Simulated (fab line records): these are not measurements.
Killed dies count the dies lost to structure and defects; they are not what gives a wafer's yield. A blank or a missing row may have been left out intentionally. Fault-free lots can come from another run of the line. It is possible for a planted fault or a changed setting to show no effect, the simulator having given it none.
Matching of chambers + flow n5-finfet + pecvd-01 running N5_BEOL_M12_DEP_53: 3 sister chambers
The step deposits SiCN from 3MS/NH3, target thk 30 nm, time 10.5 s. 16 wafers are shown with their chamber, then 8 later ones without.

== WAFERS PAIRED WITH THEIR CHAMBERS ==
| wafer  | chamber | throttle-valve-pct (%) | showerhead-plenum-p-Torr (Torr) |
|--------|---------|------------------------|---------------------------------|
| L074.1 | 1       | 16.8                   | 4.177                           |
| L074.2 | 0       | 19.3                   | 4.137                           |
| L074.3 | 2       | 17.4                   | 4.163                           |
| L074.4 | 1       | 16.8                   | 4.198                           |
| L074.5 | 0       | 19.5                   | 4.131                           |
| L074.6 | 2       | 17.2                   | 4.163                           |
| L078.2 | 0       | 19.4                   | 4.134                           |
| L078.4 | 2       | 17.4                   | 4.149                           |
| L078.5 | 1       | 16.6                   | 4.188                           |
| L081.3 | 2       | 17.4                   | 4.167                           |
| L081.5 | 0       | 19.3                   | 4.137                           |
| L081.6 | 2       | 17.4                   | 4.167                           |
| L083.2 | 1       | 16.8                   | 4.182                           |
| L083.3 | 2       | 17.5                   | 4.146                           |
| L083.6 | 0       | 19.2                   | 4.149                           |
| L089.1 | 1       | 16.7                   | 4.193                           |

SIGNATURES, as means of the wafers listed above
| reading                  | chamber 0 | chamber 1 | chamber 2 | scatter within a chamber |
|--------------------------|-----------|-----------|-----------|--------------------------|
| throttle-valve-pct       | 19.340    | 16.740    | 17.383    | 0.101                    |
| showerhead-plenum-p-Torr | 4.13760   | 4.18760   | 4.15917   | 0.00831                  |
Rule: a wafer lies at a distance from a chamber equal to the root of the sum of squares, over the readings, of (its reading less the chamber's mean, divided by the reading's scatter). If the next closest chamber is less than 2 further off than the closest, the wafer can't be placed; otherwise it belongs to the closest. The scatter: take each reading less its chamber's mean, square it, sum over the shown wafers, divide by the number of wafers less the number of chambers, and take the root.

== WAFERS WHOSE CHAMBER IS MISSING ==
| wafer  | throttle-valve-pct (%) | showerhead-plenum-p-Torr (Torr) |
|--------|------------------------|---------------------------------|
| L089.2 | 17.4                   | 4.172                           |
| L089.4 | 19.5                   | 4.148                           |
| L091.1 | 16.7                   | 4.187                           |
| L091.2 | 19.5                   | 4.143                           |
| L091.6 | 16.8                   | 4.183                           |
| L091.3 | 19.4                   | 4.138                           |
| L091.4 | 16.4                   | 4.168                           |
| L091.5 | 19.2                   | 4.138                           |

== WHICH CHAMBER EACH ONE RAN IN ==
| wafer  | from the rows above | in truth |
|--------|---------------------|----------|
| L089.2 | 2                   | 2        |
| L089.4 | 0                   | 0        |
| L091.1 | 1                   | 1        |
| L091.2 | 0                   | 0        |
| L091.6 | 1                   | 1        |
| L091.3 | 0                   | 0        |
| L091.4 | 1                   | 1        |
| L091.5 | 0                   | 0        |
Correct placement for 8 of the 8. Can't be placed from these rows: 0. Wrongly placed: 0.
